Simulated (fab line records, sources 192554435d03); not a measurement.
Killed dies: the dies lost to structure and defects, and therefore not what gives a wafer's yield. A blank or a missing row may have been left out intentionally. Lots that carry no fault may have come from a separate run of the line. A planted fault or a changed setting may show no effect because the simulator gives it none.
One fault through the eyes of 2 desks	flow n5_finfet	only its own numbers are on each desk; what lay behind them is given at the end

== DESK OF THE TOOL OWNER: rie_diel-04 ==
The tool's own readings at N5_DUMMY_GATE_ETCH_42 (etches SiO2 in CHF3/O2, target depth 3.5 nm, time 31 s): means of the sampled wafers that have a number, for each lot that ran on this tool. The brackets show how far a lot's mean lies from the usual mean; more than 4 standard deviations puts the lot out of limits, marked OUT.
Columns: A = O2_flow_sccm at N5_DUMMY_GATE_ETCH_42, usual 5.000 sccm; B = bias_w at N5_DUMMY_GATE_ETCH_42, usual 12.00 W; C = drypump_motor_current_A at N5_DUMMY_GATE_ETCH_42, usual 5.9 A; D = oes_product_au at N5_DUMMY_GATE_ETCH_42, usual 0.75 a.u.; E = rf_vpp_V at N5_DUMMY_GATE_ETCH_42, usual 42.5 V; F = showerhead_plenum_p_Torr at N5_DUMMY_GATE_ETCH_42, usual 2.45 Torr; G = throttle_valve_pct at N5_DUMMY_GATE_ETCH_42, usual 18.89 %
lot	first seen here	A	B	C	D	E	F	G
L127	day 4 07:32	5.002	12.02	6.3	0.79	42.8	2.49	18.71
L129	day 4 18:15	5.001	11.99	5.7	0.74	42.5	2.49	19.06
L132	day 5 13:38	4.997	12.02	6.4	0.72	42.7	2.49	18.98
L136	day 6 13:05	4.987	12.67 (+18) OUT	5.7	0.74	44.2	2.49	19.08
L139	day 7 06:43	4.999	12.61 (+16) OUT	5.9	0.83	44.1	2.46	18.55
L140	day 7 10:57	5.011	12.63 (+17) OUT	6.4	0.74	44.1	2.52	18.94
Finding of this desk: L136, L139, L140 out of limits; the first was L136 at day 6 13:05, on bias_w at N5_DUMMY_GATE_ETCH_42. L127, L129, L132: within limits.

== FROM THE METROLOGY DESK ==
Lot by lot, what the gauges showed, no matter which tool ran the lot: averages of those sampled wafers that carry a number. The brackets show how far a lot's mean lies from the usual mean; more than 4 standard deviations puts the lot out of limits, marked OUT. Shown here are 7 of its 11 readings, the ones lying furthest out on some lot.
Columns: A = DIBL_N at N5_BEOL_M4_RC_MEAS_101, usual 36.3 mV/V; B = IOFF_P at N5_BEOL_M4_RC_MEAS_101, usual 0.22 nA/um; C = ION_N at N5_BEOL_M4_RC_MEAS_101, usual 677 uA/um; D = ION_P at N5_BEOL_M4_RC_MEAS_101, usual 466 uA/um; E = SS_N at N5_BEOL_M4_RC_MEAS_101, usual 71.5 mV/dec; F = VT_N at N5_BEOL_M4_RC_MEAS_101, usual 249 mV; G = VT_P at N5_BEOL_M4_RC_MEAS_101, usual -248.9 mV
lot	first seen here	A	B	C	D	E	F	G
L127	day 4 07:30	38.2	0.24	694	465	71.7	247	-250.6
L129	day 4 18:13	36.5	0.30	695	482	71.4	244	-243.4
L132	day 5 13:34	39.1	0.22	677	464	72.4	250	-249.3
L135	day 6 07:10	38.2	0.24	679	468	72.6	251	-247.9
L136	day 6 13:02	37.0	0.26	677	472	71.6	248	-247.3
L137	day 6 17:27	35.6	0.23	671	462	71.4	249	-249.1
L139	day 7 06:40	35.5	0.21	674	471	71.4	250	-248.5
L140	day 7 10:55	35.5	0.21	677	467	71.3	248	-250.8
L143	day 8 04:07	32.8	0.16	654	455	70.6	255	-252.9
This desk's verdict: no lot among the 9 shows anything out of limits.

== BROUGHT TOGETHER ==
The tool owner's desk could have raised an alarm at day 6 13:05, on L136, L139, L140.
From the metrology desk's view, nothing was out of limits.
The metrology desk holds a record of L136, L139, L140, inside its limits.
On rie_diel-04, each named lot ran N5_DUMMY_GATE_ETCH_42.

== WHAT WAS PUT IN BY THE SIMULATOR ==
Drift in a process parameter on rie_diel-04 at N5_DUMMY_GATE_ETCH_42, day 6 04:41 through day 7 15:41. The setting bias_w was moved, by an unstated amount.
Struck lots among those shown: L136, L139, L140.
Delay in hours, fault start to first out-of-limits reading, by desk: the tool owner's desk at 8.
